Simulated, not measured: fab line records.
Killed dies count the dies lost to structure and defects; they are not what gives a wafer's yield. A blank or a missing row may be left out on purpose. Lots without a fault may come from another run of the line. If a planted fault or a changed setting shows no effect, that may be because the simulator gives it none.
fab line records    flow n5-finfet
record lots=6  wafers=18  last-day=18
route steps=1938 shown ZERO_LAYER@5 WELL_APT@20 PASSIVATION@1936
lots that met no fault: from a run of the same line without faults
start-h: hours from the record's first day to the start of the lot's first wafer shown    wait-h: hours elapsed since this lot's preceding step    " as in the row above    L1.1+2: several wafers, shown together as one row    - no value, or no start given    * or withheld: withheld    < > ~ a bound
route shown NAME@n: names a module that has steps shown in the file, with the first one's number in the route    usual: the fault-free wafers' mean and standard deviation    same: alike in all rows    chamber/n: place in a boat    sites: readings site by site    _std_site: standard deviation across them    _edge_site: inner sites' mean taken away from outer sites' mean    radius-mm: how far each site lies from the wafer's centre    mask NAME#n: copy n    behind: tool/chamber where the wafer was last shaped    hold: reason for holding the lot/hours on hold/outcome of the hold    device: whichever transistor did not switch (one of n, p or np)    end of line: the route-end tests of the same wafers    where a step has no rows: the recipe by itself    killed: dies lost to structure and defects at the first sort, not the wafer's yield    map: shows each die of a wafer: x if killed, . if not, _ if none is there
set.NAME: the setting as run; set.NAME@STEP: as run at that earlier step    model.NAME: the simulator's own value behind a step, which no gauge read
lots at some steps of the route; a table a step, a row a wafer
services: the hour from which a tool's chamber was out of use, counted from the record's first day as start-h (under 0 if before that day), plus the number of hours and why
## steps
# step N5_ZERO_LAYER_HMDS_04
# recipe time-s=60  temp-c=120
# step N5_ZERO_LAYER_COAT_05
# recipe spin-rpm=1500  resist-thk-nm=1000
# step N5_ZERO_LAYER_EBR_07
# recipe solvent=PGMEA  ebr-width-mm=1.5
# step N5_ZERO_LAYER_SOFTBAKE_06
# recipe temp-c=100  time-s=90
# step N5_ZERO_LAYER_EXPOSE_08
# recipe mask-id=ZERO  na=0.55  source-shape=conventional  sigma-outer=0.8  polarization=unpolarized  defocus-nm=0  target-cd-nm=2000  dose-mj=16.2
# step N5_ZERO_LAYER_PEB_09
# recipe peb-temp-c=withheld  peb-time-s=*
# step N5_ZERO_LAYER_DEVELOP_10
# recipe develop-time-s=60  rinse-liquid=diw  dry=air-spin  dev-temp-c=21
# step N5_ZERO_LAYER_HARDBAKE_23
# recipe temp-c=130  time-s=120
# step N5_ZERO_LAYER_CD_MEAS_11
# recipe target-cd-nm=2000  landing-energy-ev=500  detector=se-inlens
# usual cd-nm=1999.9/2.8
lot.wafer  tool       chamber  start-h  wait-h  cd-nm
L156.1     cd-sem-02  0        18.77    -       2001.6
L156.2     "          0        "        "       2000.1
L156.5     "          0        "        "       1997.0
L158.1     cd-sem-02  0        30.85    -       1997.3
L158.2     "          0        "        "       2001.5
L158.6     "          0        "        "       1999.3
L163.1     cd-sem-02  0        60.77    -       1996.5
L163.3     "          0        "        "       1998.3
L163.6     "          0        "        "       1992.2
L165.1     cd-sem-02  0        72.78    -       1997.9
L165.2     "          0        "        "       1996.1
L165.3     "          0        "        "       1999.0
L169.2     cd-sem-01  0        96.77    -       2000.3
L169.5     "          0        "        "       1997.4
L169.6     "          0        "        "       1994.9
L176.1     cd-sem-03  0        138.64   -       1997.4
L176.2     "          0        "        "       2002.7
L176.3     "          0        "        "       2002.1
# step N5_ZERO_LAYER_DESCUM_16
# recipe chemistry=O2  time-s=7.9  source-power-w=50  bias-power-w=20  pressure-mtorr=20  rf-frequency-hz=2.712e+07  temp-c=40  o2-flow-sccm=225
# usual drypump-motor-current-A=5.78/0.3  oes-product-au=0.77/0.071  rf-vpp-V=242.8/1.3  showerhead-plenum-p-Torr=2.07/0.063  throttle-valve-pct=20.48/0.21
lot.wafer  tool         chamber  start-h  wait-h  drypump-motor-current-A  oes-product-au  rf-hours-counter-h  rf-vpp-V  showerhead-plenum-p-Torr  throttle-valve-pct
L156.1     rie-diel-03  3        19.03    0.3     5.71                     0.81            119                 242.5     2.01                      20.51
L156.2     "            1        "        "       5.98                     0.81            89                  242.8     2.10                      20.19
L156.5     "            3        "        "       5.69                     0.81            -                   242.3     2.01                      20.51
L158.1     rie-diel-03  0        30.89    0.0     6.42                     0.69            224                 240.9     2.08                      20.72
L158.2     "            2        "        "       6.06                     0.73            152                 241.2     2.00                      20.32
L158.6     "            0        "        "       6.39                     0.69            -                   242.6     2.08                      20.71
L163.1     rie-diel-03  2        61.13    0.4     6.05                     0.71            161                 241.4     2.00                      20.34
L163.3     "            1        "        "       5.97                     0.80            102                 243.4     2.09                      20.21
L163.6     "            2        "        "       6.02                     0.72            -                   241.1     2.00                      20.35
L165.1     rie-diel-06  3        72.82    0.0     5.89                     0.81            110                 240.9     2.00                      20.24
L165.2     "            0        "        "       5.56                     0.94            7                   242.9     2.05                      20.19
L165.3     "            2        "        "       5.30                     0.70            225                 241.6     2.01                      20.86
L169.2     rie-diel-03  1        96.80    0.0     5.98                     0.78            113                 243.5     2.09                      20.23
L169.5     "            0        "        "       6.42                     0.67            -                   242.4     2.07                      20.74
L169.6     "            3        "        "       5.70                     0.78            -                   242.2     2.00                      20.55
L176.1     rie-diel-06  0        138.68   0.0     5.57                     0.89            25                  240.5     2.05                      20.21
L176.2     "            1        "        "       5.65                     0.76            154                 240.3     2.03                      20.51
L176.3     "            2        "        "       5.33                     0.69            242                 241.0     2.00                      20.87
# step N5_ZERO_LAYER_ETCH_17
# recipe chemistry=CF4  target=SiO2  target-depth-a=120  time-s=13.3  ion-energy-ev=350  pressure-mtorr=40  source-w=450  bias-w=215  Ar_flow_sccm=100  cf4-flow-sccm=100
# usual bias-w=215.0/0.59  drypump-motor-current-A=5.78/0.3  oes-product-au=0.77/0.072  rf-vpp-V=947/4  showerhead-plenum-p-Torr=2.13/0.064  throttle-valve-pct=15.75/0.22
lot.wafer  tool         chamber  start-h  wait-h  bias-w  drypump-motor-current-A  oes-product-au  rf-hours-counter-h  rf-vpp-V  showerhead-plenum-p-Torr  throttle-valve-pct
L156.1     rie-diel-03  3        19.06    0.0     215.6   5.70                     0.79            119                 944       2.08                      15.84
L156.2     "            1        "        "       214.1   5.99                     0.84            89                  949       2.17                      15.64
L156.5     "            3        "        "       215.0   5.70                     0.80            -                   945       2.08                      15.82
L158.1     rie-diel-03  0        30.92    0.0     214.9   6.41                     0.69            224                 949       2.10                      15.81
L158.2     "            2        "        "       216.1   6.06                     0.74            152                 944       2.07                      15.58
L158.6     "            0        "        "       214.9   6.39                     0.68            -                   947       2.10                      15.78
L163.1     rie-diel-03  2        61.17    0.0     214.7   6.06                     0.74            161                 943       2.06                      15.62
L163.3     "            1        "        "       215.9   5.98                     0.84            102                 949       2.17                      15.66
L163.6     "            2        "        "       214.8   6.09                     0.75            -                   943       2.06                      15.63
L165.1     rie-diel-06  3        72.86    0.0     214.4   5.88                     0.82            110                 945       2.06                      15.52
L165.2     "            0        "        "       215.7   5.57                     0.95            7                   945       2.10                      15.26
L165.3     "            2        "        "       215.3   5.37                     0.72            225                 941       2.05                      15.99
L169.2     rie-diel-03  1        96.84    0.0     216.0   5.98                     0.82            113                 950       2.16                      15.67
L169.5     "            0        "        "       214.6   6.41                     0.67            -                   947       2.10                      15.83
L169.6     "            3        "        "       214.4   5.70                     0.78            -                   943       2.07                      15.88
L176.1     rie-diel-06  0        138.72   0.0     215.3   5.55                     0.90            25                  946       2.09                      15.28
L176.2     "            1        "        "       213.7   5.65                     0.77            154                 944       2.06                      15.66
L176.3     "            2        "        "       215.5   5.32                     0.71            242                 943       2.05                      16.04
# step N5_ZERO_LAYER_ETCH_18
# recipe chemistry=HBr/Cl2  target=Si  target-depth-a=1200  time-s=40  pressure-mtorr=10  icp-w=800  bias-w=75  HBr_flow_sccm=150  Cl2_flow_sccm=80
# usual HBr_flow_sccm=150.0/0.44  bias-w=74.99/0.24  drypump-motor-current-A=5.7/0.37  oes-product-au=1.007/0.016  throttle-valve-pct=36.3/0.37
lot.wafer  tool       chamber  start-h  wait-h  HBr_flow_sccm  bias-w  drypump-motor-current-A  oes-product-au  rf-hours-counter-h  throttle-valve-pct
L156.1     rie-si-06  1        19.14    0.0     149.0          75.23   5.7                      0.998           133                 36.0
L156.2     "          2        "        "       149.8          75.15   6.3                      1.027           4                   36.1
L156.5     "          0        "        "       150.6          75.09   5.9                      1.028           -                   36.4
L158.1     rie-si-02  1        30.99    0.0     149.5          74.98   6.1                      0.994           66                  35.4
L158.2     "          0        "        "       150.4          74.83   5.3                      0.992           96                  36.4
L158.6     "          2        "        "       150.2          74.74   5.7                      1.008           -                   36.5
L163.1     rie-si-04  1        61.24    0.0     150.5          74.92   5.6                      0.993           49                  36.4
L163.3     "          2        "        "       149.9          75.01   4.9                      1.001           2                   36.6
L163.6     "          3        "        "       149.8          75.29   5.3                      1.023           -                   36.2
L165.1     rie-si-06  2        72.93    0.0     150.0          75.05   6.2                      1.034           5                   36.1
L165.2     "          0        "        "       149.6          74.66   5.9                      1.020           56                  36.4
L165.3     "          1        "        "       150.3          74.92   5.7                      1.002           134                 36.0
L169.2     rie-si-02  2        96.91    0.0     149.4          75.00   5.7                      1.003           97                  36.5
L169.5     "          2        "        "       149.8          75.31   5.7                      1.006           -                   36.5
L169.6     "          3        "        "       150.3          75.02   6.0                      1.025           -                   36.6
L176.1     rie-si-06  0        138.79   0.0     149.8          74.73   5.9                      1.032           58                  36.4
L176.2     "          3        "        "       150.5          75.29   5.5                      0.972           44                  36.5
L176.3     "          2        "        "       149.2          75.08   6.3                      1.030           7                   36.1
# step N5_ZERO_LAYER_STRIP_24
# recipe chemistry=O2  power-w=1000  temp-c=250  overash-fraction=0.3  pressure-mtorr=1000  o2-flow-sccm=6750
# usual drypump-motor-current-A=5.7/0.34  heater-power-w=326/11  oes-product-au=0.648/0.005  strip-time-to-endpoint-s=43.82/0.11
lot.wafer  tool             chamber  start-h  wait-h  drypump-motor-current-A  heater-power-w  oes-product-au  rf-hours-counter-h  strip-time-to-endpoint-s
L156.1     plasma-asher-01  1        19.24    0.1     5.7                      312             0.648           77                  43.77
L156.2     "                0        "        "       6.2                      335             0.647           77                  43.90
L156.5     "                0        "        "       6.2                      335             0.648           -                   43.80
L158.1     plasma-asher-01  0        31.15    0.1     6.2                      335             0.640           79                  43.79
L158.2     "                1        "        "       5.6                      317             0.648           79                  43.77
L158.6     "                1        "        "       5.6                      315             0.645           -                   43.69
L163.1     plasma-asher-01  1        61.34    0.1     5.7                      315             0.642           85                  43.93
L163.3     "                0        "        "       6.2                      333             0.648           -                   43.86
L163.6     "                0        "        "       6.2                      331             0.649           -                   43.84
L165.1     plasma-asher-01  0        73.03    0.1     6.2                      325             0.656           88                  43.82
L165.2     "                1        "        "       5.7                      322             0.652           88                  43.76
L165.3     "                1        "        "       5.6                      320             0.647           -                   43.78
L169.2     plasma-asher-02  0        97.03    0.1     5.3                      331             0.648           40                  43.60
L169.5     "                0        "        "       5.3                      342             0.644           -                   43.67
L169.6     "                1        "        "       5.5                      315             0.648           -                   43.75
L176.1     plasma-asher-02  0        138.90   0.1     5.3                      344             0.653           47                  43.79
L176.2     "                1        "        "       5.5                      311             0.648           47                  43.79
L176.3     "                0        "        "       5.3                      343             0.643           -                   43.85
# step N5_ZERO_LAYER_STRIP_19
# recipe chemistry=SPM  time-s=900  temp-c=130  h2so4-h2o2-vol-ratio=4  dry=ipa-marangoni
# step N5_ZERO_LAYER_INSPECT_20
# recipe inspect-instrument=darkfield  mode=post-clean
# usual raw-defect-count=33/13
lot.wafer  tool               chamber  start-h  wait-h  raw-defect-count
L156.1     defect-inspect-02  -        19.60    0.0     33
L156.2     "                  -        "        "       37
L156.5     "                  -        "        "       45
L158.1     defect-inspect-02  -        31.52    0.0     59
L158.2     "                  -        "        "       81
L158.6     "                  -        "        "       49
L163.1     defect-inspect-01  -        61.71    0.0     1120
L163.3     "                  -        "        "       1133
L163.6     "                  -        "        "       1111
L165.1     defect-inspect-02  -        73.42    0.0     1169
L165.2     "                  -        "        "       1058
L165.3     "                  -        "        "       1144
L169.2     defect-inspect-01  -        97.39    0.0     22
L169.5     "                  -        "        "       25
L169.6     "                  -        "        "       24
L176.1     defect-inspect-01  -        139.26   0.0     16
L176.2     "                  -        "        "       36
L176.3     "                  -        "        "       28
# step N5_WELL_APT_HMDS_01
# recipe time-s=60  temp-c=120
# step N5_WELL_APT_COAT_02
# recipe spin-rpm=1357  resist-thk-nm=950
# step N5_WELL_APT_EBR_04
# recipe solvent=PGMEA  ebr-width-mm=1.5
# step N5_WELL_APT_SOFTBAKE_03
# recipe temp-c=130  time-s=60
# step N5_WELL_APT_EXPOSE_05
# recipe mask-id=NWELL  na=0.8  source-shape=conventional  sigma-outer=0.8  polarization=unpolarized  defocus-nm=0  target-cd-nm=200  dose-mj=20.3
# step N5_WELL_APT_PEB_06
# recipe peb-temp-c=130  peb-time-s=90
# step N5_WELL_APT_DEVELOP_07
# recipe develop-time-s=45  rinse-liquid=surfactant-rinse  dry=air-spin  dev-temp-c=21
# step N5_WELL_APT_HARDBAKE_12
# recipe temp-c=130  time-s=120
# step N5_WELL_APT_CD_MEAS_08
# recipe target-cd-nm=200  landing-energy-ev=500  detector=se-inlens
# usual cd-nm=201.3/2.1
lot.wafer  tool       chamber  start-h  wait-h  cd-nm
L156.1     cd-sem-02  0        20.03    -       199.5
L156.2     "          0        "        "       201.0
L156.5     "          0        "        "       200.9
L158.1     cd-sem-03  0        31.95    -       200.9
L158.2     "          0        "        "       196.7
L158.6     "          0        "        "       202.9
L163.1     cd-sem-03  0        62.13    -       201.8
L163.3     "          0        "        "       204.6
L163.6     "          0        "        "       205.6
L165.1     cd-sem-02  0        73.74    -       202.9
L165.2     "          0        "        "       201.4
L165.3     "          0        "        "       200.3
L169.2     cd-sem-01  0        97.69    -       201.8
L169.5     "          0        "        "       200.0
L169.6     "          0        "        "       201.7
L176.1     cd-sem-01  0        139.69   -       201.9
L176.2     "          0        "        "       204.3
L176.3     "          0        "        "       204.1
# step N5_WELL_APT_OVL_MEAS_09
# recipe points-per-wafer=44
# usual NWELL_OVL=-1/5.1
lot.wafer  tool        chamber  start-h  wait-h  NWELL_OVL[nm]
L156.1     overlay-01  0        20.07    0.0     -3
L156.2     "           0        "        "       1
L156.5     "           0        "        "       2
L158.1     overlay-01  0        31.98    0.0     -4
L158.2     "           0        "        "       -9
L158.6     "           0        "        "       -4
L163.1     overlay-01  0        62.16    0.0     -5
L163.3     "           0        "        "       -1
L163.6     "           0        "        "       -2
L165.1     overlay-02  0        73.77    0.0     -5
L165.2     "           0        "        "       -6
L165.3     "           0        "        "       -1
L169.2     overlay-02  0        97.72    0.0     -3
L169.5     "           0        "        "       -8
L169.6     "           0        "        "       -12
L176.1     overlay-02  0        139.72   0.0     -1
L176.2     "           0        "        "       -10
L176.3     "           0        "        "       -13
# step N5_WELL_APT_INSPECT_10
# recipe mode=adi  inspect-instrument=macro
# usual raw-defect-count=2/1.4
lot.wafer  tool               chamber  start-h  wait-h  raw-defect-count
L156.1     defect-inspect-01  -        20.09    0.0     3
L156.2     "                  -        "        "       5
L156.5     "                  -        "        "       3
L158.1     defect-inspect-02  -        32.00    0.0     2
L158.2     "                  -        "        "       1
L158.6     "                  -        "        "       1
L163.1     defect-inspect-01  -        62.19    0.0     >300
L163.3     "                  -        "        "       >300
L163.6     "                  -        "        "       >300
L165.1     defect-inspect-02  -        73.79    0.0     >300
L165.2     "                  -        "        "       >300
L165.3     "                  -        "        "       >300
L169.2     defect-inspect-02  -        97.75    0.0     2
L169.5     "                  -        "        "       1
L169.6     "                  -        "        "       2
L176.1     defect-inspect-01  -        139.75   0.0     3
L176.2     "                  -        "        "       1
L176.3     "                  -        "        "       3
# step N5_WELL_APT_DESCUM_13
# recipe chemistry=O2  time-s=7.9  source-power-w=50  bias-power-w=20  pressure-mtorr=20  rf-frequency-hz=2.712e+07  temp-c=40  o2-flow-sccm=225
# usual drypump-motor-current-A=5.6/0.45  oes-product-au=0.80/0.056  rf-vpp-V=243.2/1.3  showerhead-plenum-p-Torr=2.10/0.065  throttle-valve-pct=20.39/0.22
lot.wafer  tool         chamber  start-h  wait-h  drypump-motor-current-A  oes-product-au  rf-hours-counter-h  rf-vpp-V  showerhead-plenum-p-Torr  throttle-valve-pct
L156.1     rie-diel-01  1        20.23    0.1     5.7                      0.86            51                  242.5     2.04                      20.11
L156.2     "            3        "        "       5.4                      0.78            94                  242.0     2.03                      20.58
L156.5     "            1        "        "       5.7                      0.85            -                   244.5     2.04                      20.11
L158.1     rie-diel-01  2        32.04    0.0     5.6                      0.88            44                  243.5     2.13                      20.23
L158.2     "            0        "        "       6.3                      0.80            79                  240.3     2.05                      20.58
L158.6     "            1        "        "       5.8                      0.84            -                   242.0     2.04                      20.12
L163.1     rie-diel-02  1        62.22    0.0     5.2                      0.79            85                  244.2     2.10                      20.25
L163.3     "            0        "        "       6.1                      0.83            81                  242.9     2.00                      20.23
L163.6     "            1        "        "       5.2                      0.78            -                   242.6     2.10                      20.25
L165.1     rie-diel-01  0        73.99    0.2     6.2                      0.79            88                  242.0     2.04                      20.60
L165.2     "            2        "        "       5.6                      0.86            52                  243.1     2.13                      20.23
L165.3     "            3        "        "       5.4                      0.78            105                 242.3     2.03                      20.60
L169.2     rie-diel-02  2        98.07    0.3     5.8                      0.81            72                  244.3     2.18                      20.10
L169.5     "            3        "        "       4.8                      0.90            -                   244.3     2.17                      20.60
L169.6     "            0        "        "       6.1                      0.82            -                   241.8     2.00                      20.24
L176.1     rie-diel-02  2        139.78   0.0     5.8                      0.79            86                  244.3     2.17                      20.13
L176.2     "            1        "        "       5.2                      0.78            111                 241.5     2.09                      20.30
L176.3     "            3        "        "       4.9                      0.87            33                  243.4     2.16                      20.65
# step N5_PASSIVATION_PROBE_49
# usual killed_at_M0_to_M3=34/11  killed_at_M4_up=14/5.6  killed-at-contacts=13/5.9  killed-at-front-end=40/11  killed-at-other=4/3.1  killed-dies=105/16  killed-open=68/11  killed-short=34/8.4
# same gross-dies=1180  killed-at-back-side=0
lot.wafer  tool       chamber  start-h  wait-h  killed_at_M0_to_M3  killed_at_M4_up  killed-at-contacts  killed-at-front-end  killed-at-other  killed-dies  killed-open  killed-short
L163.1     prober-02  -        344.63   0.5     34                  21               11                  118                  2                186          65           18
L163.3     prober-02  -        344.73   0.6     48                  19               9                   173                  3                252          50           57
L163.6     prober-02  -        344.88   0.8     38                  17               15                  168                  4                242          67           25
L165.1     prober-01  -        353.65   0.0     25                  5                10                  185                  5                230          55           28
L165.2     prober-01  -        353.70   0.1     28                  4                9                   116                  3                160          48           20
L165.3     prober-01  -        353.75   0.1     24                  9                20                  134                  1                188          61           27
L176.3     prober-02  -        430.03   1.5     29                  26               9                   21                   6                91           60           29
# killed by level:class
L163.1 ZERO_LAYER:unspecified=102 BEOL_M4:geometric-particle:open=13 MOL_CONTACT_COAG:geometric-particle:open=10 BEOL_M0_SAQP:geometric-particle:open=10 BEOL_M2:geometric-particle:open=6 BEOL_M0:geometric-particle:open=5 FIN_SAQP:geometric-particle:open=4 BEOL_M0_SAQP:geometric-particle:short=4
L163.3 ZERO_LAYER:unspecified=144 BEOL_M0_SAQP:geometric-particle:short=22 BEOL_M0_SAQP:geometric-particle:open=11 STI_FIN_REVEAL:geometric-particle:open=8 BEOL_M2:geometric-particle:short=7 MOL_CONTACT_COAG:geometric-particle:open=6 BEOL_M4:geometric-particle:open=6 FIN_SAQP:geometric-particle:short=5
L163.6 ZERO_LAYER:unspecified=145 MOL_CONTACT_COAG:geometric-particle:open=13 BEOL_M0_SAQP:geometric-particle:open=10 BEOL_M0_SAQP:geometric-particle:short=9 BEOL_M2:geometric-particle:open=8 STARTING-WAFER:geometric-particle:open=6 STI_FIN_REVEAL:geometric-particle:open=4 DUMMY_GATE:geometric-particle:open=4
L165.1 ZERO_LAYER:unspecified=139 FIN_SAQP:geometric-particle:open=13 MOL_CONTACT_COAG:geometric-particle:open=9 BEOL_M2:geometric-particle:open=8 HKMG_FIN:area-etch=7 FIN_SAQP:geometric-particle:short=6 GATE_CUT:geometric-particle:short=6 STI_FIN_REVEAL:geometric-particle:open=4
L165.2 ZERO_LAYER:unspecified=92 FIN_SAQP:geometric-particle:open=8 MOL_CONTACT_COAG:geometric-particle:open=8 BEOL_M3:geometric-particle:open=6 FIN_SAQP:geometric-particle:short=5 BEOL_M0_SAQP:geometric-particle:open=4 BEOL_M0:geometric-particle:short=4 BEOL_M1:geometric-particle:open=4
L165.3 ZERO_LAYER:unspecified=100 MOL_CONTACT_COAG:geometric-particle:open=16 STI_FIN_REVEAL:geometric-particle:open=12 BEOL_M0_SAQP:geometric-particle:open=9 FIN_SAQP:geometric-particle:open=6 BEOL_M0_SAQP:geometric-particle:short=5 MOL_CONTACT_COAG:geometric-particle:short=4 FIN_SAQP:geometric-particle:short=3
L176.3 MOL_CONTACT_COAG:geometric-particle:open=9 BEOL_M0_SAQP:geometric-particle:open=8 BEOL_M4:geometric-particle:open=8 BEOL_M0_SAQP:geometric-particle:short=7 BEOL_M4:geometric-particle:short=5 ILD0:geometric-particle:short=4 BEOL_M5:geometric-particle:open=4 BEOL_M3:geometric-particle:open=4
# map L163.3 (x killed, . not)
_________________........x...________________
______________..x..............x_____________
___________....x...................__________
__________..............x...x......._________
________.x........x.................x._______
_______.....x..........................______
______..........x....x.x................_____
_____............x....................x.x____
____....x.x...............................___
___....x..x.................x...x..........__
___....x...................................__
__......x........x...x........x.x......x...._
__..x................................x..x..._
_..x.x......x...x............x...x.x.......x.
_......x..x..x...............xx..xx.xxxx.....
_.......x...x.................xxxxxxxx..xx...
_.......x........x.......x...xxxxxxxxxxxx....
_.x.x..xx.....x........x..x..xxxxxxxxxxxx..x.
_x..x.x..........x..x.x.x.x..xxxxxxxxxxxxx.x.
_......x......x.....x.......xxxxxxxxxxxxxx...
_.......x..............x..xxxxxxxxxxxxxxx....
__......x...........x......xxxxxxxxxxxxxx.x._
__..x......xx....x.......xxxxxxxxxxxxxxxxx.._
___.......x.................xxxxxxxxxxxxx..__
___.x..x............x......x.xxxxxxx.x...x.__
____...............xx..x.........xxxx.....___
_____....x......................xxx....x.____
______......x...xx..............x......._____
_______.......x....x......x.xx.........______
________...............x.x......x.x..._______
__________..................x......._________
___________.x......................__________
______________x..............xx._____________
_________________.......x..xx________________
# map L165.1 (x killed, . not)
_________________.....x...x..________________
______________.................x_____________
___________....x...................__________
__________............x...x........._________
________...x........................xx_______
_______...............x................______
______..x..x...x........x............x.._____
_____......x................x............____
____............................x..x......___
___..............................x....x....__
___.x......x.x..x.x.....x.....x...xx.......__
__..............x....x..x...........xx......_
__x...................................xxx..._
_..............x......x..........xx..x.......
_x.x..........x..x.....x.......xx.xx.x.......
_..x......x......x....x........xxxxxxxxx.x.x.
_.xx......x...............xx..xxxxxxxxxx..x..
_......................x....xxxxxxxxxxxxxxx..
_...........................xxxxxxxxxxxxx....
_...............x...x......xxxxxxxxxxxxxxx...
_..............xx....x....xxxxxxxxxxxxxxxxx..
__...................x.....x.xxxxxxxxxxxx..._
__...........................xxxxxxxxxxxx.x._
___..................x......xx.xxxxxxxx...x__
___.........x.......x.....xxx.xxxxxxx.xx...__
____.............x...........x.xxxxxxx....___
_____.....x........................x.....____
______.................................._____
_______............x...........x.x.....______
________.......x......................_______
__________.........x.....x.x.x..x..._________
___________.....x.....x........x...__________
______________.................._____________
_________________x..x.......x________________
## services
tool             chamber  start-h  hours  kind
rie-si-04        0        -0.05    1.0    repair
rie-diel-02      1        -0.03    7.5    repair
rie-diel-02      -        5.87     2.8    pm
rie-diel-01      2        9.68     9.1    repair
rie-diel-02      1        23.70    4.1    repair
rie-diel-06      0        26.55    -      clean
rie-diel-06      0        26.55    -      consumable-replace:focus-ring
rie-diel-06      0        26.55    26.1   scheduled-down
plasma-asher-01  -        28.07    0.6    repair
rie-diel-06      2        42.27    12.2   repair
rie-si-02        1        43.69    3.7    repair
rie-diel-01      -        55.43    14.6   pm
plasma-asher-02  -        64.01    2.1    repair
rie-diel-01      1        71.65    13.0   repair
rie-diel-01      3        89.17    31.4   repair
rie-diel-06      -        90.88    0.7    repair
rie-si-02        2        108.39   5.3    repair
rie-diel-01      -        116.22   0.3    repair
rie-diel-03      0        116.90   -      clean
rie-diel-03      0        116.90   -      consumable-replace:esc
rie-diel-03      0        116.90   -      consumable-replace:focus-ring
rie-diel-03      0        116.90   35.8   scheduled-down
rie-diel-03      0        116.90   35.8   vent-cycle
rie-si-06        0        120.28   8.8    repair
## key
first-sign step=N5_ZERO_LAYER_INSPECT_20  reading=raw-defect-count  direction=up  sigmas=82  usual=33  struck=1122
effect step=N5_WELL_APT_INSPECT_10  reading=raw-defect-count  direction=up  sigmas=99+  usual=2  struck=>300
effect step=N5_PASSIVATION_PROBE_49  reading=killed-at-front-end  direction=up  sigmas=9.8  usual=40  struck=149
more-kills-born-at N5_ZERO_LAYER_STRIP_24@plasma-asher-01=722
met-at N5_ZERO_LAYER_STRIP_24
struck-wafers L163.1,L163.3,L163.6,L165.1,L165.2,L165.3
tester-left-out L163,L165
onset-between 31.15 61.34
fault kind=chamber-particle-source  tool=plasma-asher-01  chamber=-  onset-h=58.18  steps=N5_ZERO_LAYER_STRIP_24  rate-per-visit-cm2=1.6819  end-h=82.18
# tester-left-out: of these lots the tester's yield and bins aren't shown, on N5 and GAA mostly nor the transistor test; their killed dies are dies lost to structure and defects alone, not to doping, threshold or leakage, so they don't give the yield
